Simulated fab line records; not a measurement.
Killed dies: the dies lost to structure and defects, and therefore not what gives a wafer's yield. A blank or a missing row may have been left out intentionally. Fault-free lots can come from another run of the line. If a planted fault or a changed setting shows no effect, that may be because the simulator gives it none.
Comparing a struck lot with a sound one :: flow nandHarc :: 18 steps out of a route of 1302
Sound: the wafers L921.2, L921.3, L921.6. Wafers struck: L929.1, L929.2, L929.6. At the end, the cause is stated.
At each step with rows: each side's tool, then ch and its chambers, then its first start. Under that, the readings that differ: sound wafers :: struck wafers :: difference of the means :: sigmas: that difference in standard deviations of wafers without a fault.
alike: same words and numbers on both sides, and readings whose means sit less than 2 such deviations apart. not compared: any withheld reading, any reading some wafer has no value for, any bound like >300 that may hide the same value, and any number with overlapping values for which the record gives no deviation.
A row with sigmas, a row that says differs or no value, or rows on one side alone: a step with any of these is where the two part. Numbers that have no deviation but don't overlap get no sigmas and don't part them. Lack of a reading on every wafer of one side parts them only where that side has two or more wafers.

NHARC_A_STAIRCASE_CMP_472: polishes SiO2.
  sound on cmp-04 ch 1,2,3, day 20 00:41; struck on cmp-04 ch 0,1,3, day 23 08:48
  alike: motorCurrentA
following that, these wafers have no rows for 1 step: NHARC_A_STAIRCASE_SRD_474.
NHARC_A_STAIRCASE_INSPECT_155:
  sound: defectInspect-01 at day 20 01:00; struck: defectInspect-01 at day 23 09:05
  alike: rawDefectCount
NHARC_A_SGD_CUT_DEP_00: deposits SiNx, target thk 50 nm.
  sound on pecvd-02 ch 0,2, day 20 01:06; struck on pecvd-04 ch 0,1,2, day 23 09:11
  alike: heaterPowerW
then, 7 steps without rows for these wafers: NHARC_A_SGD_CUT_DEHYDRATE_01 (time 120 s); NHARC_A_SGD_CUT_HMDS_02 (time 30 s); NHARC_A_SGD_CUT_COAT_56 (time 75 s); NHARC_A_SGD_CUT_COAT_57 (time 65 s); NHARC_A_SGD_CUT_COAT_03 (resist thk 90 nm); NHARC_A_SGD_CUT_SOFTBAKE_04 (time 55 s); NHARC_A_SGD_CUT_EBR_05.
NHARC_A_SGD_CUT_EXPOSE_06: exposes mask SGD.
  sound on arfiScanner-01 ch 0, day 20 01:39; struck on arfiScanner-02 ch 0, day 23 09:45
reading: model.A_SGD_CUT.overlayXNm (nm)
sound: -1.831 -1.831 -1.831
struck: 4.303 4.303 4.303
difference: +6.134
sigmas: 
  alike: mask
then, 2 steps without rows for these wafers: NHARC_A_SGD_CUT_PEB_07 (peb time 65 s); NHARC_A_SGD_CUT_DEVELOP_08 (develop time 35 s).
NHARC_A_SGD_CUT_CD_MEAS_09 targets a cd of 100 nm.
  sound on cdSem-02 ch 0, day 20 01:47; struck on cdSem-02 ch 0, day 23 09:53
  alike: cdNm
NHARC_A_SGD_CUT_OVL_MEAS_10:
  sound: overlay-02 at day 20 01:53; struck: overlay-01 at day 23 09:59
reading: overlayXNm (nm)
sound: -1.9 -1.5 -2.2
struck: 4.3 3.9 4.7
difference: +6.2
sigmas: +8

reading: overlayYNm (nm)
sound: 1.6 1.4 1.2
struck: -0.7 -0.7 -0.1
difference: -1.9
sigmas: -2
NHARC_A_SGD_CUT_INSPECT_11:
  sound: defectInspect-01 at day 20 01:55; struck: defectInspect-02 at day 23 10:01
  alike: rawDefectCount
following that, these wafers have no rows for 1 step: NHARC_END_SORT_01.

## WHERE THEY PART
Only at NHARC_A_SGD_CUT_OVL_MEAS_10, as far as this record shows. Later steps at which nothing parts them and some readings are alike: NHARC_A_SGD_CUT_INSPECT_11.

WHY: whatever the simulator had introduced
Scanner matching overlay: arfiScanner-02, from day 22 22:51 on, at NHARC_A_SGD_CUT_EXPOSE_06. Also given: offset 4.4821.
